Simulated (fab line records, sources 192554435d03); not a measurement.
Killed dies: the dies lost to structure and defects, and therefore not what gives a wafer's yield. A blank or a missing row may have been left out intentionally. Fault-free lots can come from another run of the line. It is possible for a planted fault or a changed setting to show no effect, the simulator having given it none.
Matching of chambers + flow n5Finfet + N5_MIM_TOP_ETCH_PECVD_03 on pecvd-01 has 3 sister chambers
The step deposits SiNx from SiH4/NH3/N2, target thk 20 nm, time 17.6 s. 3 wafers are shown with their chamber, then 6 later ones without.

## WAFERS WITH THEIR CHAMBER
| wafer  | chamber | showerheadPlenumPTorr (Torr) |
|--------|---------|------------------------------|
| L881.6 | 2       | 5.20                         |
| L887.5 | 1       | 5.15                         |
| L889.6 | 0       | 5.03                         |

## WAFERS WHOSE CHAMBER IS MISSING
| wafer  | showerheadPlenumPTorr (Torr) |
|--------|------------------------------|
| L895.1 | 5.15                         |
| L895.4 | 5.03                         |
| L895.5 | 5.19                         |
| L896.1 | 5.19                         |
| L896.4 | 5.21                         |
| L896.6 | 5.03                         |

## WHICH CHAMBER EACH ONE RAN IN
| wafer  | from the rows above | in truth |
|--------|---------------------|----------|
| L895.1 | 1                   | 1        |
| L895.4 | 0                   | 0        |
| L895.5 | 2                   | 2        |
| L896.1 | 2                   | 2        |
| L896.4 | 2                   | 2        |
| L896.6 | 0                   | 0        |
Correct placement for 6 of the 6. Number that these rows cannot place: 0. 0 placed wrongly.
How it was worked out, from the rows above alone: a wafer's distance from a chamber is the root of the sum, over the readings, of the square of ((its reading less the chamber's mean) divided by the reading's scatter). If the next closest chamber is less than 2 further off than the closest, the wafer can't be placed; otherwise it belongs to the closest. Each chamber's mean is taken over the wafers shown for it. The scatter (one wafer shown for each chamber): square how far every hidden wafer sits from the nearest shown wafer, average those squares and take the square root.
